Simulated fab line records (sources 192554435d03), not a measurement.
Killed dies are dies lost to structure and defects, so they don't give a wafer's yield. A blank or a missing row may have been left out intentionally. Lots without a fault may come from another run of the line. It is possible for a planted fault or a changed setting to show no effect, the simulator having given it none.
What tool caused it? ; flow n5 finfet ; route of 1938 steps, sampled at 1 step: 11 lots, 33 wafers

## WHAT THE GAUGES SHOWED, per wafer
N5_MOL_CONTACT_COAG_CD_MEAS_40 targets a cd of 25.1 nm.
lot;measured;on;cd nm (nm)
L075;day 5 13:53;cd sem-03;25.56 25.27 25.54
L078;day 6 04:33;cd sem-02;25.20 24.71 25.15
L080;day 6 15:07;cd sem-01;25.30 25.12 24.99
L082;day 7 06:20;cd sem-03;25.10 24.72 24.83
L084;day 7 17:28;cd sem-01;25.41 25.28 25.39
L085;day 8 06:43;cd sem-01;24.63 25.18 25.07
L089;day 9 00:17;cd sem-03;25.05 25.11 25.03
L091;day 9 07:55;cd sem-02;24.84 25.48 25.20
L093;day 9 21:49;cd sem-03;25.29 25.21 25.46
L095;day 10 07:41;cd sem-01;25.13 24.82 24.98
L097;day 10 19:04;cd sem-01;25.21 24.59 24.97

## TOOL THAT RAN EACH LOT (tool first, then ch and the chambers of the sampled wafers, then the start)
The record holds no process step before these readings.

## THE ANSWER, worked out from the rows above alone
Rule: what is usual is taken from the lots themselves. Put in order of their means at a reading, lots are off if they are a third of the lots or fewer, leave a main group of 4 or more, and stand apart from it by a gap of 3 or more times the standard deviation of the main group's means; of several such gaps the widest counts. The tables above print the reading to a certain number of digits; a main group whose means all agree to those digits is not used. Also off: a lot with no number at a reading for which 4 or more lots have one. Any other lot the step has rows for is counted as sound.
No lot is off at any reading shown: from this, nothing can be told.

## WHAT THE SIMULATOR HAD PUT IN
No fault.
